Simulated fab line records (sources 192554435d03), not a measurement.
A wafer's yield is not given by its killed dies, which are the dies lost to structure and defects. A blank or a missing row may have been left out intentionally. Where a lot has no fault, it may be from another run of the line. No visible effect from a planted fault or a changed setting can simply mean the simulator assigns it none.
Lot-split experiment	flow n5_finfet	on a route of 1938 steps: 7 lots, 39 wafers read

SPLIT DETAILS
At N5_PASSIVATION_PECVD_53 (deposits SiO2 from TEOS/O2, target thk 800 nm, time 169.4 s), the setting time_s was moved away from the recipe's 169.4 s on 9 of the 39 wafers read, by -56.2% to +34.1%. For the rest of the wafers, this setting stayed at what the recipe calls for.

The split's own step is where the reading is taken.

THE READING
SiO2_of_PASSIVATION_PECVD_53.thk_nm (the simulator's own value, which no gauge read), in nm, at N5_PASSIVATION_PECVD_53 (deposits SiO2 from TEOS/O2, target thk 800 nm, time 169.4 s). No usual value for it is given in the file. The 30 wafers here that ran the recipe average 799.2 nm, standard deviation 11 nm.

wafer	tool, chamber at the split	time_s as run, s	against the recipe	SiO2_of_PASSIVATION_PECVD_53.thk_nm, nm	against lot-mates on the recipe
L079.1	pecvd-04, 1	169.4	recipe	793	-
L079.2	pecvd-04, 0	169.4	recipe	793.4	-
L079.3	pecvd-04, 2	169.4	recipe	786.6	-
L079.4	pecvd-04, 2	169.4	recipe	798.8	-
L079.5	pecvd-04, 1	169.4	recipe	811	-
L079.6	pecvd-04, 0	169.4	recipe	809.6	-
L080.1	pecvd-03, 1	169.4	recipe	788.8	-
L080.2	pecvd-03, 2	169.4	recipe	795.4	-
L080.3	pecvd-03, 0	227.1	+34.1%	1063	+263.5
L080.4	pecvd-03, 2	169.4	recipe	814.2	-
L080.5	pecvd-03, 1	227.1	+34.1%	1083	+283.5
L080.6	pecvd-03, 0	227.1	+34.1%	1067	+267.5
L087.2	pecvd-04, 2	169.4	recipe	777.2	-
L087.3	pecvd-04, 1	169.4	recipe	791.6	-
L087.5	pecvd-04, 1	169.4	recipe	811.8	-
L089.1	pecvd-02, 2	169.4	recipe	785.8	-
L089.2	pecvd-02, 1	169.4	recipe	796.4	-
L089.3	pecvd-02, 0	169.4	recipe	805.4	-
L089.4	pecvd-02, 1	169.4	recipe	810	-
L089.5	pecvd-02, 0	169.4	recipe	813.4	-
L089.6	pecvd-02, 2	169.4	recipe	800.8	-
L092.1	pecvd-02, 1	169.4	recipe	804	-
L092.2	pecvd-02, 2	204.2	+20.5%	953.2	+144.3
L092.3	pecvd-02, 0	169.4	recipe	802.6	-
L092.4	pecvd-02, 0	169.4	recipe	820	-
L092.5	pecvd-02, 1	204.2	+20.5%	978.2	+169.3
L092.6	pecvd-02, 2	204.2	+20.5%	970.4	+161.5
L096.1	pecvd-03, 2	169.4	recipe	794.8	-
L096.2	pecvd-03, 0	169.4	recipe	790.4	-
L096.3	pecvd-03, 1	169.4	recipe	805.4	-
L096.4	pecvd-03, 0	169.4	recipe	796.4	-
L096.5	pecvd-03, 1	169.4	recipe	810.2	-
L096.6	pecvd-03, 2	169.4	recipe	812.8	-
L097.1	pecvd-04, 2,0	169.4	recipe	785.4	-
L097.2	pecvd-04, 2,0	169.4	recipe	785.4	-
L097.3	pecvd-04, 1	74.19	-56.2%	349	-436.3
L097.4	pecvd-04, 2	169.4	recipe	785.2	-
L097.5	pecvd-04, 0	74.19	-56.2%	343	-442.3
L097.6	pecvd-04, 1	74.19	-56.2%	359.6	-425.7
Where a row lists several chambers, the file gives one row for several wafers and doesn't say which wafer went through which chamber.

THE FIT
A straight line over all 39 wafers: SiO2_of_PASSIVATION_PECVD_53.thk_nm changes by +8 nm for each +1% of time_s; r = +1.00; the points scatter about the line by 11 nm.
The same after taking each lot's own level away (the mean of its wafers on the recipe; 39 wafers): +7.79 nm for each +1%; r = +1.00; scatter 9.5 nm.
That fit puts the effect of the largest move of time_s on the reading at 4.4e+02 nm.
Measured against the standard deviation above, the lots' own levels, which go from 785.33 to 808.87 nm, span 2.2 times it.
So the lot-to-lot level changes the slope little: the two slopes agree.
Check: with one of the wafers moved furthest among these (-56.2%) left out of the fit, the line predicts -438 nm for it against its lot-mates. Against them it came out at -436 nm.

ADDITIONAL SPLITS CARRIED BY THESE WAFERS
Before the reading, these wafers also passed through other splits. Each is held against what the fit with the lots' levels taken away leaves over:
other split on the same wafers	wafers away from the commonest value	r with SiO2_of_PASSIVATION_PECVD_53.thk_nm (lot level and that fit taken away)
N5_BEOL_M14_SPUTTER_43 time_s	18	+0.17

FILE'S OWN FIT
SiO2_of_PASSIVATION_PECVD_53.thk_nm changes by +7.79 nm for each +1% of time_s, r = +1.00.
